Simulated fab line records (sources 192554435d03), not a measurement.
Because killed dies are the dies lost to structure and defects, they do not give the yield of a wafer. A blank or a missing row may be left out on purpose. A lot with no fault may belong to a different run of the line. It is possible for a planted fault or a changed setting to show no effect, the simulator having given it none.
fab line records -- flow n5_finfet
[record] lots = 15, wafers = 45, last_day = 18
route steps=1938 shown BEOL_M9@1456 BEOL_M10@1471
lots that met no fault: from a run of the same line without faults
start_h: start of the lot's first displayed wafer, in hours after the record's first day -- wait_h: hours elapsed since this lot's preceding step -- " same as the row above -- L1.1+2: one row covering several wafers at once -- - no value, or no start was given -- * or withheld: withheld -- < > ~ a bound
route shown NAME@n: NAME is a module with steps in the file, n the number in the route of the first one -- usual: the fault-free wafers' mean and standard deviation -- same: alike in all rows -- chamber/n: place in a boat -- sites: each site's reading -- _std_site: their standard deviation -- _edge_site: the outer-site mean with the inner-site mean subtracted -- radius_mm: for every site, how far away it sits from the centre of the wafer -- mask NAME#n: copy n -- behind: tool/chamber where the wafer was last shaped -- hold: why the lot went on hold/how many hours it stayed there/how the hold came to an end -- device: the n, p or np transistor that did not switch -- end of line: the tests these same wafers got at the end of their route -- where a step has no rows: the recipe by itself -- killed: dies lost to structure and defects at the first sort, not the wafer's yield -- map: the dies of a wafer, with x for killed, . for not killed, _ for no die there
set.NAME: the run value of the setting; set.NAME@STEP: its run value at that earlier step -- model.NAME: the simulator's own value behind a step, which no gauge read
one table for each step of the route and one row for each wafer, over a sample of lots
services: from which hour (start_h, from the record's first day; less than 0 if before it) a tool's chamber was out of use, for how many hours, and why
[[steps]]
[step N5_BEOL_M9_DEGAS_44]
[recipe] ambient = vacuum, temp_c = 250, time_s = 60
[usual] heater_power_w = 327/34
lot.wafer,tool,chamber,start_h,wait_h,heater_power_w
L894.4,pvd_sputter-01,-,204.04,0.2,317
L894.5,pvd_sputter-01,-,204.04,0.2,383
L894.6,pvd_sputter-01,-,204.04,0.2,315
L896.2,pvd_sputter-02,-,219.31,0.3,316
L896.4,pvd_sputter-02,-,219.31,0.3,343
L896.6,pvd_sputter-02,-,219.31,0.3,323
L897.3,pvd_sputter-03,-,244.11,0.2,361
L897.4,pvd_sputter-03,-,244.11,0.2,259
L897.5,pvd_sputter-03,-,244.11,0.2,367
L899.1,pvd_sputter-01,-,256.92,0.6,323
L899.4,pvd_sputter-01,-,256.92,0.6,308
L899.6,pvd_sputter-01,-,256.92,0.6,304
L901.2,pvd_sputter-01,-,276.12,0.9,306
L901.4,pvd_sputter-01,-,276.12,0.9,307
L901.6,pvd_sputter-01,-,276.12,0.9,388
L904.2,pvd_sputter-02,-,283.14,0.2,329
L904.4,pvd_sputter-02,-,283.14,0.2,299
L904.5,pvd_sputter-02,-,283.14,0.2,354
L902.1,pvd_sputter-01,-,290.99,0.4,326
L902.4,pvd_sputter-01,-,290.99,0.4,390
L902.6,pvd_sputter-01,-,290.99,0.4,314
L905.2,pvd_sputter-01,-,291.59,0.6,325
L905.4,pvd_sputter-01,-,291.59,0.6,389
L905.6,pvd_sputter-01,-,291.59,0.6,305
L906.4,pvd_sputter-03,-,307.52,0.1,344
L906.5,pvd_sputter-03,-,307.52,0.1,297
L906.6,pvd_sputter-03,-,307.52,0.1,348
L910.2,pvd_sputter-03,-,328.16,0.3,312
L910.3,pvd_sputter-03,-,328.16,0.3,267
L910.4,pvd_sputter-03,-,328.16,0.3,354
L911.1,pvd_sputter-03,-,329.31,0.5,348
L911.5,pvd_sputter-03,-,329.31,0.5,367
L911.6,pvd_sputter-03,-,329.31,0.5,311
L913.1,pvd_sputter-02,-,329.42,0.4,323
L913.3,pvd_sputter-02,-,329.42,0.4,301
L913.5,pvd_sputter-02,-,329.42,0.4,345
L914.1,pvd_sputter-03,-,335.83,0.4,380
L914.2,pvd_sputter-03,-,335.83,0.4,260
L914.5,pvd_sputter-03,-,335.83,0.4,299
L912.1,pvd_sputter-03,-,337.31,0.7,342
L912.3,pvd_sputter-03,-,337.31,0.7,370
L912.6,pvd_sputter-03,-,337.31,0.7,267
L917.2,pvd_sputter-01,-,378.95,0.5,320
L917.3,pvd_sputter-01,-,378.95,0.5,309
L917.4,pvd_sputter-01,-,378.95,0.5,312
[step N5_BEOL_M10_CURE_71]
[recipe] temp_c = 385, time_s = 240, ambient = He/Ar, material = SiCOH_lowk
[usual] lamp_power_pct = 52.31/0.053, wafer_temp_C_max = 386.7/0.53
lot.wafer,tool,chamber,start_h,wait_h,lamp_power_pct,wafer_temp_C_max
L894.4,uv_cure-01,1,207.70,0.3,52.30,387.5
L894.5,uv_cure-01,1,207.70,0.3,52.39,387.8
L894.6,uv_cure-01,1,207.70,0.3,52.26,386.8
L896.2,uv_cure-01,2,221.45,0.2,52.25,386.2
L896.4,uv_cure-01,2,221.45,0.2,52.31,386.0
L896.6,uv_cure-01,2,221.45,0.2,52.24,386.5
L897.3,uv_cure-02,0,246.47,0.2,52.16,387.7
L897.4,uv_cure-02,0,246.47,0.2,52.32,387.0
L897.5,uv_cure-02,0,246.47,0.2,52.41,387.6
L899.1,uv_cure-03,2,258.70,0.0,52.36,386.9
L899.4,uv_cure-03,2,258.70,0.0,52.29,386.6
L899.6,uv_cure-03,2,258.70,0.0,52.40,387.2
L901.2,uv_cure-03,1,278.83,0.1,52.30,385.7
L901.4,uv_cure-03,1,278.83,0.1,52.28,386.5
L901.6,uv_cure-03,1,278.83,0.1,52.34,386.3
L904.2,uv_cure-01,0,286.03,0.5,52.31,386.2
L904.4,uv_cure-01,0,286.03,0.5,52.31,385.8
L904.5,uv_cure-01,0,286.03,0.5,52.45,386.0
L902.1,uv_cure-03,0,293.22,0.0,52.21,386.5
L902.4,uv_cure-03,0,293.22,0.0,52.27,386.8
L902.6,uv_cure-03,0,293.22,0.0,52.36,387.1
L905.2,uv_cure-03,1,293.97,0.1,52.31,386.1
L905.4,uv_cure-03,1,293.97,0.1,52.32,386.2
L905.6,uv_cure-03,1,293.97,0.1,52.32,386.1
L906.4,uv_cure-01,1,310.31,0.3,52.32,387.2
L906.5,uv_cure-01,1,310.31,0.3,52.28,388.0
L906.6,uv_cure-01,1,310.31,0.3,52.27,387.8
L910.2,uv_cure-01,0,330.01,0.1,52.25,386.0
L910.3,uv_cure-01,0,330.01,0.1,52.33,386.4
L910.4,uv_cure-01,0,330.01,0.1,52.27,385.9
L911.1,uv_cure-02,1,331.69,0.0,52.35,386.4
L911.5,uv_cure-02,1,331.69,0.0,52.37,387.0
L911.6,uv_cure-02,1,331.69,0.0,52.23,386.1
L913.1,uv_cure-03,1,331.83,0.0,52.28,386.0
L913.3,uv_cure-03,1,331.83,0.0,52.26,386.6
L913.5,uv_cure-03,1,331.83,0.0,52.34,386.2
L914.1,uv_cure-03,1,338.38,0.0,52.40,386.9
L914.2,uv_cure-03,1,338.38,0.0,52.31,386.0
L914.5,uv_cure-03,1,338.38,0.0,52.27,385.7
L912.1,uv_cure-02,2,339.35,0.0,52.38,386.5
L912.3,uv_cure-02,2,339.35,0.0,52.29,386.5
L912.6,uv_cure-02,2,339.35,0.0,52.30,387.0
L917.2,uv_cure-01,2,380.85,0.1,52.28,386.9
L917.3,uv_cure-01,2,380.85,0.1,52.31,387.2
L917.4,uv_cure-01,2,380.85,0.1,52.31,386.3
[step N5_BEOL_M10_HM_DEP_02]
[recipe] material = TiN, target_thk_a = 200, temp_c = 25, chamber_pressure_pa = 0.49996
[usual] chamber_pressure_pa = 0.4999/0.0011, substrate_temp_c = 25.01/0.096, throttle_valve_pct = 29.6/1
lot.wafer,tool,chamber,start_h,wait_h,chamber_pressure_pa,substrate_temp_c,throttle_valve_pct
L894.4,pvd_sputter-03,-,209.92,1.9,0.5007,25.01,29.3
L894.5,pvd_sputter-03,-,209.92,1.9,0.5026,24.95,29.5
L894.6,pvd_sputter-03,-,209.92,1.9,0.5002,24.98,28.9
L896.2,pvd_sputter-03,-,222.70,0.8,0.5004,25.00,29.5
L896.4,pvd_sputter-03,-,222.70,0.8,0.4987,24.88,29.5
L896.6,pvd_sputter-03,-,222.70,0.8,0.5016,25.12,29.0
L897.3,pvd_sputter-03,-,247.35,0.5,0.4999,25.05,29.6
L897.4,pvd_sputter-03,-,247.35,0.5,0.5014,25.01,28.8
L897.5,pvd_sputter-03,-,247.35,0.5,0.5002,25.08,28.8
L899.1,pvd_sputter-02,-,260.75,1.5,0.5014,25.03,29.7
L899.4,pvd_sputter-02,-,260.75,1.5,0.4997,24.99,29.3
L899.6,pvd_sputter-02,-,260.75,1.5,0.4992,25.03,29.0
L901.2,pvd_sputter-01,-,282.42,3.1,-,-,-
L901.4,pvd_sputter-01,-,282.42,3.1,-,-,-
L901.6,pvd_sputter-01,-,282.42,3.1,-,-,-
L904.2,pvd_sputter-02,-,287.36,0.8,-,-,-
L904.4,pvd_sputter-02,-,287.36,0.8,-,-,-
L904.5,pvd_sputter-02,-,287.36,0.8,-,-,-
L902.1,pvd_sputter-01,-,297.06,3.3,-,-,-
L902.4,pvd_sputter-01,-,297.06,3.3,-,-,-
L902.6,pvd_sputter-01,-,297.06,3.3,-,-,-
L905.2,pvd_sputter-01,-,297.16,2.7,0.5008,24.86,31.6
L905.4,pvd_sputter-01,-,297.16,2.7,0.5014,25.09,30.7
L905.6,pvd_sputter-01,-,297.16,2.7,0.5003,25.06,31.7
L906.4,pvd_sputter-01,-,311.18,0.5,0.5000,24.81,31.6
L906.5,pvd_sputter-01,-,311.18,0.5,0.4998,25.05,30.5
L906.6,pvd_sputter-01,-,311.18,0.5,0.5006,25.13,28.0
L910.2,pvd_sputter-02,-,331.06,0.6,0.5007,24.85,28.7
L910.3,pvd_sputter-02,-,331.06,0.6,0.5001,25.09,29.8
L910.4,pvd_sputter-02,-,331.06,0.6,0.5009,24.98,28.8
L911.1,pvd_sputter-02,-,333.14,0.9,0.4992,25.00,29.2
L911.5,pvd_sputter-02,-,333.14,0.9,0.4971,25.01,29.4
L911.6,pvd_sputter-02,-,333.14,0.9,0.4994,25.21,28.8
L913.1,pvd_sputter-02,-,333.24,0.8,0.5013,24.92,29.7
L913.3,pvd_sputter-02,-,333.24,0.8,0.5003,25.02,28.9
L913.5,pvd_sputter-02,-,333.24,0.8,0.5002,25.12,29.1
L914.1,pvd_sputter-03,-,339.52,0.6,0.5005,24.98,29.5
L914.2,pvd_sputter-03,-,339.52,0.6,0.5000,25.22,29.7
L914.5,pvd_sputter-03,-,339.52,0.6,0.5004,25.10,29.5
L912.1,pvd_sputter-01,-,342.52,2.6,0.5004,25.03,30.7
L912.3,pvd_sputter-01,-,342.52,2.6,0.4982,24.86,30.1
L912.6,pvd_sputter-01,-,342.52,2.6,0.4997,25.03,31.6
L917.2,pvd_sputter-01,-,382.85,1.5,0.5005,25.04,27.9
L917.3,pvd_sputter-01,-,382.85,1.5,0.4985,24.87,30.7
L917.4,pvd_sputter-01,-,382.85,1.5,0.4992,25.11,31.8
[step N5_BEOL_M10_OVL_MEAS_12]
[recipe] points_per_wafer = 44
[usual] M10_OVL = -0.3/0.85
lot.wafer,tool,chamber,start_h,wait_h,M10_OVL[nm]
L894.4,overlay-02,0,210.45,0.0,1.2
L894.5,overlay-02,0,210.45,0.0,-1.1
L894.6,overlay-02,0,210.45,0.0,0.4
L896.2,overlay-02,0,223.22,0.0,-1.0
L896.4,overlay-02,0,223.22,0.0,0.2
L896.6,overlay-02,0,223.22,0.0,0.7
L897.3,overlay-02,0,247.88,0.0,-0.5
L897.4,overlay-02,0,247.88,0.0,0.1
L897.5,overlay-02,0,247.88,0.0,-0.7
L899.1,overlay-01,0,261.28,0.0,1.1
L899.4,overlay-01,0,261.28,0.0,1.4
L899.6,overlay-01,0,261.28,0.0,0.0
L901.2,overlay-02,0,282.94,0.0,-1.1
L901.4,overlay-02,0,282.94,0.0,-0.4
L901.6,overlay-02,0,282.94,0.0,0.7
L904.2,overlay-02,0,287.88,0.0,-1.5
L904.4,overlay-02,0,287.88,0.0,-0.3
L904.5,overlay-02,0,287.88,0.0,-0.8
L902.1,overlay-01,0,297.47,0.0,-0.4
L902.4,overlay-01,0,297.47,0.0,-2.1
L902.6,overlay-01,0,297.47,0.0,-0.6
L905.2,overlay-01,0,297.71,0.0,-0.7
L905.4,overlay-01,0,297.71,0.0,0.1
L905.6,overlay-01,0,297.71,0.0,1.5
L906.4,overlay-02,0,311.60,0.0,-0.5
L906.5,overlay-02,0,311.60,0.0,-0.5
L906.6,overlay-02,0,311.60,0.0,-1.5
L910.2,overlay-01,0,331.47,0.0,-2.2
L910.3,overlay-01,0,331.47,0.0,-0.4
L910.4,overlay-01,0,331.47,0.0,0.1
L911.1,overlay-01,0,333.55,0.0,1.0
L911.5,overlay-01,0,333.55,0.0,-1.2
L911.6,overlay-01,0,333.55,0.0,0.1
L913.1,overlay-02,0,333.64,0.0,1.1
L913.3,overlay-02,0,333.64,0.0,0.2
L913.5,overlay-02,0,333.64,0.0,-0.2
L914.1,overlay-02,0,340.04,0.0,0.6
L914.2,overlay-02,0,340.04,0.0,-1.7
L914.5,overlay-02,0,340.04,0.0,0.5
L912.1,overlay-01,0,343.05,0.0,0.8
L912.3,overlay-01,0,343.05,0.0,1.2
L912.6,overlay-01,0,343.05,0.0,-0.6
L917.2,overlay-02,0,383.38,0.0,-0.1
L917.3,overlay-02,0,383.38,0.0,-0.1
L917.4,overlay-02,0,383.38,0.0,0.1
[step N5_BEOL_M10_HM_OPEN_17]
[recipe] chemistry = Cl2/BCl3, target_depth_a = 200, overetch_a = 60, target = TiN, mask_material = SOC, ion_energy_ev = 150, pressure_mtorr = 10, icp_w = 1000, bias_w = 126, Cl2_flow_sccm = 53.25, bcl3_flow_sccm = 21.75, Ar_flow_sccm = 25
[usual] drypump_motor_current_A = 6.0/0.42, oes_product_au = 0.65/0.11, throttle_valve_pct = 22.2/0.31
lot.wafer,tool,chamber,start_h,wait_h,drypump_motor_current_A,oes_product_au,rf_hours_counter_h,throttle_valve_pct
L894.4,rie_metal-02,1,210.98,0.1,6.1,0.52,-,22.2
L894.5,rie_metal-02,0,210.98,0.1,5.5,0.58,-,22.4
L894.6,rie_metal-02,1,210.98,0.1,6.1,0.52,-,22.2
L896.2,rie_metal-01,1,223.87,0.0,6.5,0.55,117,22.1
L896.4,rie_metal-01,1,223.87,0.0,6.5,0.55,-,22.0
L896.6,rie_metal-01,0,223.87,0.0,6.0,0.67,-,21.9
L897.3,rie_metal-03,0,248.25,0.1,6.6,0.54,-,22.1
L897.4,rie_metal-03,1,248.25,0.1,5.6,0.63,-,22.5
L897.5,rie_metal-03,0,248.25,0.1,6.6,0.55,-,22.1
L899.1,rie_metal-03,1,261.84,0.0,5.6,0.62,64,22.5
L899.4,rie_metal-03,0,261.84,0.0,6.6,0.55,-,22.1
L899.6,rie_metal-03,0,261.84,0.0,6.6,0.54,-,22.1
L901.2,rie_metal-02,0,283.27,0.0,5.5,0.26,95,23.1
L901.4,rie_metal-02,0,283.27,0.0,5.5,0.25,-,23.1
L901.6,rie_metal-02,1,283.27,0.0,6.1,0.22,-,22.9
L904.2,rie_metal-03,1,288.21,0.0,5.6,0.28,66,23.2
L904.4,rie_metal-03,0,288.21,0.0,6.6,0.24,-,22.7
L904.5,rie_metal-03,1,288.21,0.0,5.6,0.27,-,23.2
L902.1,rie_metal-03,1,297.80,0.0,5.6,0.27,68,23.2
L902.4,rie_metal-03,1,297.80,0.0,5.6,0.27,-,23.2
L902.6,rie_metal-03,1,297.80,0.0,5.6,0.27,-,23.2
L905.2,rie_metal-01,0,298.37,0.1,6.0,0.64,-,21.9
L905.4,rie_metal-01,0,298.37,0.1,5.9,0.64,-,21.9
L905.6,rie_metal-01,0,298.37,0.1,6.0,0.64,-,21.9
L906.4,rie_metal-03,0,312.13,0.1,6.6,0.86,-,21.8
L906.5,rie_metal-03,1,312.13,0.1,5.6,0.62,-,22.5
L906.6,rie_metal-03,0,312.13,0.1,6.6,0.86,-,21.8
L910.2,rie_metal-01,1,331.79,0.0,6.5,0.82,2,21.6
L910.3,rie_metal-01,0,331.79,0.0,6.0,0.65,-,21.9
L910.4,rie_metal-01,1,331.79,0.0,6.5,0.81,-,21.7
L911.1,rie_metal-01,0,333.88,0.0,5.9,0.65,53,21.9
L911.5,rie_metal-01,1,333.88,0.0,6.5,0.81,-,21.6
L911.6,rie_metal-01,0,333.88,0.0,5.9,0.63,-,21.9
L913.1,rie_metal-01,1,333.97,0.0,6.5,0.84,2,21.6
L913.3,rie_metal-01,1,333.97,0.0,6.5,0.82,-,21.6
L913.5,rie_metal-01,1,333.97,0.0,6.5,0.83,-,21.6
L914.1,rie_metal-03,1,340.50,0.0,5.6,0.61,73,22.5
L914.2,rie_metal-03,0,340.50,0.0,6.6,0.82,4,21.8
L914.5,rie_metal-03,1,340.50,0.0,5.6,0.60,-,22.6
L912.1,rie_metal-03,0,343.38,0.0,6.6,0.82,4,21.8
L912.3,rie_metal-03,1,343.38,0.0,5.6,0.61,-,22.5
L912.6,rie_metal-03,0,343.38,0.0,6.6,0.82,-,21.8
L917.2,rie_metal-02,1,383.76,0.1,6.1,0.80,-,22.1
L917.3,rie_metal-02,1,383.76,0.1,6.1,0.82,-,22.1
L917.4,rie_metal-02,1,383.76,0.1,6.1,0.82,-,22.1
[step N5_BEOL_M10_CD_MEAS_18]
[recipe] pitch_nm = 140, target_cd_nm = 70
[usual] cd_nm = 69.7/0.68
lot.wafer,tool,chamber,start_h,wait_h,cd_nm
L894.4,cd_sem-02,-,211.13,0.0,68.3
L894.5,cd_sem-02,-,211.13,0.0,67.9
L894.6,cd_sem-02,-,211.13,0.0,68.6
L896.2,cd_sem-02,-,224.06,0.1,69.2
L896.4,cd_sem-02,-,224.06,0.1,68.8
L896.6,cd_sem-02,-,224.06,0.1,69.0
L897.3,cd_sem-01,-,248.41,0.1,69.8
L897.4,cd_sem-01,-,248.41,0.1,69.7
L897.5,cd_sem-01,-,248.41,0.1,69.3
L899.1,cd_sem-02,-,262.07,0.0,69.0
L899.4,cd_sem-02,-,262.07,0.0,69.5
L899.6,cd_sem-02,-,262.07,0.0,69.8
L901.2,cd_sem-02,-,283.55,0.1,-
L901.4,cd_sem-02,-,283.55,0.1,-
L901.6,cd_sem-02,-,283.55,0.1,-
L904.2,cd_sem-03,-,288.40,0.1,-
L904.4,cd_sem-03,-,288.40,0.1,-
L904.5,cd_sem-03,-,288.40,0.1,-
L902.1,cd_sem-03,-,298.11,0.0,-
L902.4,cd_sem-03,-,298.11,0.0,-
L902.6,cd_sem-03,-,298.11,0.0,-
L905.2,cd_sem-03,-,298.61,0.1,69.3
L905.4,cd_sem-03,-,298.61,0.1,69.2
L905.6,cd_sem-03,-,298.61,0.1,70.0
L906.4,cd_sem-01,-,312.29,0.1,69.1
L906.5,cd_sem-01,-,312.29,0.1,69.4
L906.6,cd_sem-01,-,312.29,0.1,68.3
L910.2,cd_sem-03,-,331.98,0.1,70.1
L910.3,cd_sem-03,-,331.98,0.1,68.7
L910.4,cd_sem-03,-,331.98,0.1,69.5
L911.1,cd_sem-03,-,334.06,0.0,69.0
L911.5,cd_sem-03,-,334.06,0.0,70.4
L911.6,cd_sem-03,-,334.06,0.0,70.4
L913.1,cd_sem-02,-,334.16,0.0,69.4
L913.3,cd_sem-02,-,334.16,0.0,70.4
L913.5,cd_sem-02,-,334.16,0.0,69.7
L914.1,cd_sem-03,-,340.73,0.1,71.0
L914.2,cd_sem-03,-,340.73,0.1,72.4
L914.5,cd_sem-03,-,340.73,0.1,71.1
L912.1,cd_sem-01,-,343.59,0.0,68.4
L912.3,cd_sem-01,-,343.59,0.0,69.7
L912.6,cd_sem-01,-,343.59,0.0,68.6
L917.2,cd_sem-02,-,384.01,0.1,69.5
L917.3,cd_sem-02,-,384.01,0.1,69.3
L917.4,cd_sem-02,-,384.01,0.1,70.8
[[services]]
tool,chamber,start_h,hours,kind
pvd_sputter-01,-,196.31,1.0,repair
rie_metal-01,-,212.16,2.8,pm
rie_metal-03,-,238.17,1.4,pm
uv_cure-02,-,261.14,1.0,pm
rie_metal-02,-,263.24,2.8,pm
rie_metal-01,1,275.41,2.2,repair
rie_metal-01,1,277.62,-,clean
rie_metal-01,1,277.62,23.1,scheduled_down
rie_metal-01,1,277.62,23.1,vent_cycle
rie_metal-02,1,284.84,10.5,repair
uv_cure-03,-,287.07,5.5,repair
rie_metal-03,0,288.47,-,clean
rie_metal-03,0,288.47,21.2,scheduled_down
rie_metal-03,0,288.47,21.2,vent_cycle
rie_metal-02,1,295.38,-,clean
pvd_sputter-01,-,302.73,1.0,repair
rie_metal-01,-,309.72,14.6,pm
uv_cure-03,-,310.81,2.1,pm
pvd_sputter-02,-,321.35,3.9,repair
uv_cure-01,-,363.04,2.1,pm
rie_metal-02,0,366.44,6.8,repair
uv_cure-01,-,366.49,7.5,pm
pvd_sputter-03,-,372.82,2.8,repair
uv_cure-03,-,382.41,1.0,pm
[[key]]
[first_sign] step = N5_BEOL_M10_HM_DEP_02, reading = tool_record, direction = missing
[effect] step = N5_BEOL_M10_HM_OPEN_17, reading = oes_product_au, direction = down, sigmas = 3.6, usual = 0.65, struck = 0.26
[effect] step = N5_BEOL_M10_CD_MEAS_18, reading = cd_nm, direction = missing
met_at N5_BEOL_M10_HM_DEP_02
struck_lots L901,L902,L904
later_rows_left_out L901.2,L901.4,L901.6,L902.1,L902.4,L902.6,L904.2,L904.4,L904.5
sort_left_out L901.2,L901.4,L901.6,L902.1,L902.4,L902.6,L904.2,L904.4,L904.5
not_acting_at N5_BEOL_M9_DEGAS_44,N5_BEOL_M10_CURE_71,N5_BEOL_M10_OVL_MEAS_12
onset_between 260.75 282.42
[fault] kind = skipped_step_whole, tool = pvd_sputter-01,pvd_sputter-02, chamber = -, onset_h = 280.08, steps = N5_BEOL_M10_HM_DEP_02, scope = struck_lots_only
// sort_left_out: the simulated sort isn't trusted on such a fault, so these wafers' sort isn't shown, and their yield isn't known
// later_rows_left_out: the simulator's readings of these wafers behind a module that went badly wrong aren't trusted and aren't shown, but for the sort
